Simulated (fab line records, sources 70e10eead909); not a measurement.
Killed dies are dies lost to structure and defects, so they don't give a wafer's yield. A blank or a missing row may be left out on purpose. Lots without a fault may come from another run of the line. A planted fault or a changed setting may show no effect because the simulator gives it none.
Which tool did it? | flow nand_harc | 24 lots, 72 wafers sampled, at 6 steps of a route of 1302

WHAT THE GAUGES READ, wafer by wafer
NHARC_P_M1_INSPECT_27.
lot  | measured     | on                | raw_defect_count
L074 | day 6 09:32  | defect_inspect-01 | 314 256 418
L075 | day 6 20:10  | defect_inspect-01 | 208 240 180
L076 | day 7 08:55  | defect_inspect-01 | 370 504 652
L077 | day 7 11:47  | defect_inspect-02 | 201 162 150
L079 | day 8 10:52  | defect_inspect-01 | 237 226 306
L078 | day 8 13:01  | defect_inspect-02 | 300 145 171
L080 | day 9 08:04  | defect_inspect-02 | 434 528 530
L081 | day 9 16:31  | defect_inspect-02 | 581 382 398
L082 | day 9 17:16  | defect_inspect-02 | 245 309 276
L083 | day 10 03:38 | defect_inspect-02 | 323 601 414
L084 | day 10 12:26 | defect_inspect-02 | 352 307 550
L086 | day 11 02:44 | defect_inspect-02 | 287 251 378
L085 | day 11 08:55 | defect_inspect-02 | 418 584 345
L087 | day 12 00:49 | defect_inspect-01 | 155 197 339
L089 | day 12 10:28 | defect_inspect-01 | 259 172 160
L088 | day 12 12:26 | defect_inspect-01 | 163 161 177
L090 | day 13 07:35 | defect_inspect-01 | 272 312 208
L091 | day 13 09:06 | defect_inspect-02 | 577 250 273
L092 | day 13 20:11 | defect_inspect-02 | 223 366 248
L093 | day 14 04:02 | defect_inspect-01 | 326 187 196
L094 | day 15 00:41 | defect_inspect-02 | 235 193 302
L095 | day 15 02:27 | defect_inspect-01 | 224 350 313
L096 | day 15 16:56 | defect_inspect-02 | 172 194 315
L097 | day 16 02:08 | defect_inspect-01 | 289 279 272

NHARC_P_M2_THK_MEAS_24: measures by xrf.
lot  | measured     | on            | thk_nm (nm)
L074 | day 6 13:32  | film_metro-01 | 145.1 147.7 147.0
L075 | day 7 00:56  | film_metro-01 | 146.0 145.8 145.8
L076 | day 7 12:50  | film_metro-01 | 145.0 145.6 143.9
L077 | day 7 15:41  | film_metro-01 | 142.9 145.9 146.1
L079 | day 8 15:37  | film_metro-01 | 146.3 147.1 148.7
L078 | day 8 17:00  | film_metro-02 | 142.1 141.9 145.4
L080 | day 9 11:56  | film_metro-01 | 144.2 139.9 146.1
L081 | day 9 20:23  | film_metro-02 | 142.7 145.7 146.2
L082 | day 9 21:08  | film_metro-01 | 142.3 143.9 143.5
L083 | day 10 07:46 | film_metro-01 | 144.5 145.9 142.8
L084 | day 10 16:27 | film_metro-02 | 145.0 144.2 141.9
L086 | day 11 07:06 | film_metro-01 | 143.9 145.5 144.2
L085 | day 11 12:56 | film_metro-01 | 143.0 144.2 146.0
L087 | day 12 04:53 | film_metro-01 | 146.4 146.2 145.1
L089 | day 12 14:41 | film_metro-02 | 142.2 142.9 141.9
L088 | day 12 16:17 | film_metro-02 | 142.1 143.6 141.0
L090 | day 13 11:40 | film_metro-01 | 145.4 145.6 144.6
L091 | day 13 13:06 | film_metro-01 | 144.1 144.3 145.4
L092 | day 14 00:40 | film_metro-01 | 143.5 143.0 145.9
L093 | day 14 08:01 | film_metro-02 | 142.4 142.4 144.7
L094 | day 15 05:06 | film_metro-02 | 145.6 143.2 144.5
L095 | day 15 06:34 | film_metro-01 | 146.0 146.3 143.0
L096 | day 15 21:07 | film_metro-02 | 144.0 143.9 145.4
L097 | day 16 06:08 | film_metro-02 | 145.0 145.5 143.7

NHARC_P_BONDPAD_OVL_MEAS_38.
lot  | measured     | on         | overlay_x_nm (nm) | overlay_y_nm (nm)
L074 | day 6 15:32  | overlay-02 | -4 -4 -4          | -2 -3 -2
L075 | day 7 02:59  | overlay-01 | 1 0 0             | 0 0 0
L076 | day 7 14:53  | overlay-01 | -8 -8 -8          | 12 12 11
L077 | day 7 17:44  | overlay-01 | -9 -9 -9          | -7 -8 -7
L079 | day 8 17:31  | overlay-01 | 7 8 8             | -9 -10 -9
L078 | day 8 19:03  | overlay-02 | -4 -4 -4          | 9 8 8
L080 | day 9 13:49  | overlay-01 | 0 1 1             | -4 -4 -4
L081 | day 9 22:17  | overlay-01 | -2 -2 -2          | 0 0 0
L082 | day 9 23:10  | overlay-02 | -8 -8 -9          | 1 2 2
L083 | day 10 09:47 | overlay-01 | 3 2 3             | 0 -1 -1
L084 | day 10 18:28 | overlay-01 | -3 -3 -2          | -6 -5 -6
L086 | day 11 09:07 | overlay-02 | -1 -1 -1          | 1 1 1
L085 | day 11 14:57 | overlay-02 | -4 -4 -3          | 6 7 7
L087 | day 12 06:57 | overlay-01 | -4 -3 -3          | 7 8 7
L089 | day 12 16:44 | overlay-01 | -6 -5 -6          | -6 -5 -5
L088 | day 12 18:10 | overlay-02 | -5 -5 -6          | 10 10 10
L090 | day 13 13:43 | overlay-02 | -5 -5 -5          | 6 6 5
L091 | day 13 15:10 | overlay-02 | 2 2 1             | 2 2 2
L092 | day 14 02:42 | overlay-02 | 6 6 6             | -2 -1 -1
L093 | day 14 10:07 | overlay-01 | -1 -2 -2          | 6 5 6
L094 | day 15 07:02 | overlay-01 | 6 5 6             | -4 -5 -5
L095 | day 15 08:36 | overlay-02 | -1 -1 -2          | 6 6 5
L096 | day 15 23:08 | overlay-01 | -9 -9 -9          | -2 -3 -3
L097 | day 16 08:09 | overlay-01 | 2 2 2             | 7 6 7

NHARC_P_BONDPAD_CD_MEAS_13.
lot  | measured     | on        | cd_nm (nm)
L074 | day 6 15:58  | cd_sem-02 | 498.1 501.4 499.7
L075 | day 7 03:25  | cd_sem-01 | 497.3 501.7 499.5
L076 | day 7 15:20  | cd_sem-03 | 502.9 500.8 499.0
L077 | day 7 18:10  | cd_sem-01 | 498.8 500.2 500.8
L079 | day 8 17:56  | cd_sem-03 | 499.2 497.6 500.0
L078 | day 8 19:29  | cd_sem-01 | 502.2 499.6 498.9
L080 | day 9 14:15  | cd_sem-02 | 499.9 498.6 501.0
L081 | day 9 22:44  | cd_sem-02 | 501.1 500.0 499.1
L082 | day 9 23:37  | cd_sem-01 | 499.2 501.3 499.3
L083 | day 10 10:14 | cd_sem-03 | 499.3 499.3 498.9
L084 | day 10 18:58 | cd_sem-02 | 500.0 498.3 504.6
L086 | day 11 09:34 | cd_sem-02 | 494.1 493.5 497.6
L085 | day 11 15:23 | cd_sem-02 | 497.0 497.2 493.7
L087 | day 12 07:26 | cd_sem-01 | 498.7 500.1 497.2
L089 | day 12 17:11 | cd_sem-01 | 501.9 500.2 501.7
L088 | day 12 18:36 | cd_sem-03 | 497.7 499.1 500.1
L090 | day 13 14:08 | cd_sem-02 | 500.2 500.7 504.2
L091 | day 13 15:37 | cd_sem-03 | 499.6 498.7 499.3
L092 | day 14 03:09 | cd_sem-02 | 494.6 498.1 499.1
L093 | day 14 10:34 | cd_sem-01 | 500.3 499.3 498.0
L094 | day 15 07:28 | cd_sem-02 | 503.2 500.2 502.1
L095 | day 15 09:02 | cd_sem-03 | 496.8 499.0 500.7
L096 | day 15 23:35 | cd_sem-01 | 501.9 498.4 500.0
L097 | day 16 08:35 | cd_sem-03 | 496.9 499.0 497.7

WHICH TOOL RAN EACH LOT (tool, then ch and the chambers of the sampled wafers, then the start)
lot  | NHARC_P_M0_DESCUM_14               | NHARC_P_M0_ETCH_34
L074 | rie_diel-13 ch 1,2, day 6 02:56    | rie_diel-13 ch 0,3, day 6 03:01
L075 | rie_diel-12 ch 0,2,3, day 6 13:25  | rie_diel-12 ch 0,2,3, day 6 13:31
L076 | rie_diel-12 ch 0,1,2, day 7 01:52  | rie_diel-12 ch 0,1,2, day 7 01:58
L077 | rie_diel-13 ch 0,1,3, day 7 05:02  | rie_diel-13 ch 0,2, day 7 05:08
L079 | rie_diel-12 ch 0,1,2, day 8 04:17  | rie_diel-12 ch 0,1,2, day 8 04:22
L078 | rie_diel-13 ch 1,3, day 8 06:07    | rie_diel-13 ch 2,3, day 8 06:13
L080 | rie_diel-10 ch 0,3, day 8 22:16    | rie_diel-10 ch 0,1,2, day 8 22:22
L081 | rie_diel-12 ch 0,1,3, day 9 09:50  | rie_diel-12 ch 1,2,3, day 9 09:55
L082 | rie_diel-12 ch 1,2,3, day 9 10:39  | rie_diel-12 ch 0,2,3, day 9 10:44
L083 | rie_diel-13 ch 1,2,3, day 9 20:54  | rie_diel-13 ch 0,1, day 9 20:58
L084 | rie_diel-12 ch 0,2,3, day 10 05:46 | rie_diel-12 ch 0,2, day 10 05:50
L086 | rie_diel-12 ch 0,2,3, day 10 20:04 | rie_diel-12 ch 0,2,3, day 10 20:09
L085 | rie_diel-12 ch 0,2,3, day 11 01:59 | rie_diel-12 ch 0,1, day 11 02:04
L087 | rie_diel-12 ch 0,3, day 11 18:07   | rie_diel-12 ch 0,2,3, day 11 18:13
L089 | rie_diel-10 ch 2,3, day 12 02:50   | rie_diel-10 ch 0,2,3, day 12 02:56
L088 | rie_diel-10 ch 0,3, day 12 04:53   | rie_diel-10 ch 0,3, day 12 04:57
L090 | rie_diel-10 ch 0,2,3, day 13 00:58 | rie_diel-10 ch 1,2, day 13 01:03
L091 | rie_diel-10 ch 1,3, day 13 02:28   | rie_diel-10 ch 0,1,3, day 13 02:32
L092 | rie_diel-10 ch 0,1,3, day 13 13:35 | rie_diel-10 ch 1,2,3, day 13 13:40
L093 | rie_diel-12 ch 0,3, day 13 21:23   | rie_diel-12 ch 2,3, day 13 21:29
L094 | rie_diel-12 ch 0,2,3, day 14 17:23 | rie_diel-12 ch 1,2,3, day 14 17:28
L095 | rie_diel-12 ch 0,1,3, day 14 19:47 | rie_diel-12 ch 1,2,3, day 14 19:50
L096 | rie_diel-12 ch 0,1, day 15 10:22   | rie_diel-12 ch 0,3, day 15 10:28
L097 | rie_diel-12 ch 0,1,3, day 15 19:20 | rie_diel-12 ch 0,3, day 15 19:25
- NHARC_P_M0_DESCUM_14: chemistry O2, time 3 s.
- NHARC_P_M0_ETCH_34: etches the open film in N2/H2, target depth 40 nm, overetch 12 nm, time 43.94 s.

WHAT THE TOOLS THEMSELVES READ (means of the sampled wafers that have a number; where no wafer has one, the mark that the record gives instead)
NHARC_P_M0_DESCUM_14.
lot  | tool        | chamber_pressure_mTorr (mTorr) | drypump_motor_current_A (A) | oes_product_au (a.u.) | rf_vpp_V (V) | showerhead_plenum_p_Torr (Torr) | throttle_valve_pct (%)
L074 | rie_diel-13 | 59.92                          | 6.0                         | 0.992                 | 57.3         | 1.81                            | 11.321
L075 | rie_diel-12 | 60.02                          | 5.7                         | 0.989                 | 56.7         | 1.87                            | 11.306
L076 | rie_diel-12 | 60.05                          | 5.7                         | 0.997                 | 58.2         | 1.86                            | 11.312
L077 | rie_diel-13 | 59.99                          | 5.6                         | 0.999                 | 58.4         | 1.87                            | 11.314
L079 | rie_diel-12 | 60.01                          | 5.7                         | 1.000                 | 57.0         | 1.86                            | 11.320
L078 | rie_diel-13 | 59.97                          | 5.5                         | 0.991                 | 57.4         | 1.85                            | 11.318
L080 | rie_diel-10 | 59.99                          | 5.9                         | 0.996                 | 57.7         | 1.88                            | 11.317
L081 | rie_diel-12 | 60.00                          | 6.1                         | 0.989                 | 57.3         | 1.84                            | 11.308
L082 | rie_diel-12 | 60.03                          | 6.0                         | 1.004                 | 57.8         | 1.89                            | 11.313
L083 | rie_diel-13 | 59.99                          | 5.8                         | 0.995                 | 57.6         | 1.82                            | 11.310
L084 | rie_diel-12 | 60.01                          | 5.7                         | 0.995                 | 57.9         | 1.87                            | 11.314
L086 | rie_diel-12 | 60.01                          | 5.7                         | 0.995                 | 57.6         | 1.87                            | 11.304
L085 | rie_diel-12 | 59.97                          | 5.7                         | 0.990                 | 57.6         | 1.87                            | 11.311
L087 | rie_diel-12 | 59.99                          | 5.9                         | 0.995                 | 57.2         | 1.82                            | 11.303
L089 | rie_diel-10 | 60.06                          | 5.8                         | 0.995                 | 57.7         | 1.82                            | 11.310
L088 | rie_diel-10 | 59.91                          | 5.9                         | 0.994                 | 57.4         | 1.87                            | 11.304
L090 | rie_diel-10 | 60.03                          | 5.6                         | 1.001                 | 57.5         | 1.84                            | 11.313
L091 | rie_diel-10 | 59.99                          | 5.7                         | 0.992                 | 57.8         | 1.90                            | 11.315
L092 | rie_diel-10 | 59.99                          | 5.7                         | 1.003                 | 57.8         | 1.90                            | 11.312
L093 | rie_diel-12 | 60.01                          | 5.9                         | 0.992                 | 57.7         | 1.82                            | 11.304
L094 | rie_diel-12 | 59.93                          | 5.7                         | 1.003                 | 56.8         | 1.87                            | 11.308
L095 | rie_diel-12 | 59.98                          | 6.1                         | 0.992                 | 57.4         | 1.84                            | 11.309
L096 | rie_diel-12 | 59.97                          | 5.9                         | 1.004                 | 57.9         | 1.80                            | 11.303
L097 | rie_diel-12 | 60.02                          | 6.1                         | 0.999                 | 57.8         | 1.84                            | 11.315

NHARC_P_M0_ETCH_34.
lot  | tool        | chamber_pressure_mTorr (mTorr) | drypump_motor_current_A (A) | oes_product_au (a.u.) | rf_vpp_V (V) | showerhead_plenum_p_Torr (Torr) | throttle_valve_pct (%)
L074 | rie_diel-13 | 29.989                         | 5.7                         | 1.000                 | 429.4        | 2.03                            | 14.160
L075 | rie_diel-12 | 30.009                         | 5.7                         | 0.997                 | 429.5        | 2.00                            | 14.169
L076 | rie_diel-12 | 30.006                         | 5.7                         | 0.997                 | 429.3        | 1.98                            | 14.173
L077 | rie_diel-13 | 30.009                         | 5.9                         | 1.003                 | 429.3        | 2.00                            | 14.177
L079 | rie_diel-12 | 30.013                         | 5.7                         | 1.004                 | 428.6        | 1.98                            | 14.176
L078 | rie_diel-13 | 29.999                         | 5.9                         | 0.989                 | 426.8        | 1.93                            | 14.172
L080 | rie_diel-10 | 30.019                         | 5.5                         | 1.004                 | 430.3        | 2.00                            | 14.174
L081 | rie_diel-12 | 29.998                         | 6.0                         | 0.994                 | 429.8        | 2.02                            | 14.167
L082 | rie_diel-12 | 29.997                         | 5.7                         | 0.999                 | 429.1        | 2.00                            | 14.169
L083 | rie_diel-13 | 29.985                         | 5.6                         | 0.987                 | 428.2        | 1.97                            | 14.171
L084 | rie_diel-12 | 30.001                         | 5.3                         | 1.002                 | 429.7        | 2.00                            | 14.166
L086 | rie_diel-12 | 29.983                         | 5.7                         | 1.001                 | 429.1        | 1.99                            | 14.167
L085 | rie_diel-12 | 30.009                         | 5.9                         | 0.997                 | 427.6        | 1.92                            | 14.178
L087 | rie_diel-12 | 29.997                         | 5.7                         | 0.999                 | 428.6        | 1.99                            | 14.170
L089 | rie_diel-10 | 30.011                         | 5.6                         | 1.006                 | 428.6        | 1.96                            | 14.163
L088 | rie_diel-10 | 30.008                         | 5.7                         | 1.009                 | 430.5        | 2.02                            | 14.174
L090 | rie_diel-10 | 29.986                         | 5.4                         | 0.991                 | 429.4        | 2.00                            | 14.170
L091 | rie_diel-10 | 30.011                         | 5.7                         | 1.003                 | 428.9        | 2.02                            | 14.174
L092 | rie_diel-10 | 30.012                         | 5.6                         | 0.997                 | 427.7        | 1.97                            | 14.171
L093 | rie_diel-12 | 29.988                         | 6.0                         | 1.006                 | 430.9        | 2.03                            | 14.173
L094 | rie_diel-12 | 30.045                         | 6.0                         | 0.999                 | 430.0        | 2.01                            | 14.170
L095 | rie_diel-12 | 30.006                         | 6.0                         | 1.005                 | 429.6        | 2.01                            | 14.173
L096 | rie_diel-12 | 29.984                         | 6.1                         | 1.004                 | 428.8        | 1.98                            | 14.175
L097 | rie_diel-12 | 29.990                         | 5.9                         | 1.003                 | 427.6        | 1.93                            | 14.179

THE ANSWER, worked out from the rows above alone
Rule: what is usual is taken from the lots themselves. Put in order of their means at a reading, lots are off if they are a third of the lots or fewer, leave a main group of 4 or more, and stand apart from it by a gap of 3 or more times the standard deviation of the main group's means; of several such gaps the widest counts. A main group whose means are all the same, to the digits that the tables above print for the reading, isn't used. A lot without any number at a reading at which 4 lots or more have one is off too. The other lots that the step has rows for count as sound. The gauges are gone through in route order, then the tools' own readings, and for those a lot's mean is taken as printed above. The first step at which some lot is off is used, and at that step the reading that is off furthest; a lot without a number counts as furthest.
No lot is off at any reading shown: from this, nothing can be told.

WHAT THE SIMULATOR HAD PUT IN
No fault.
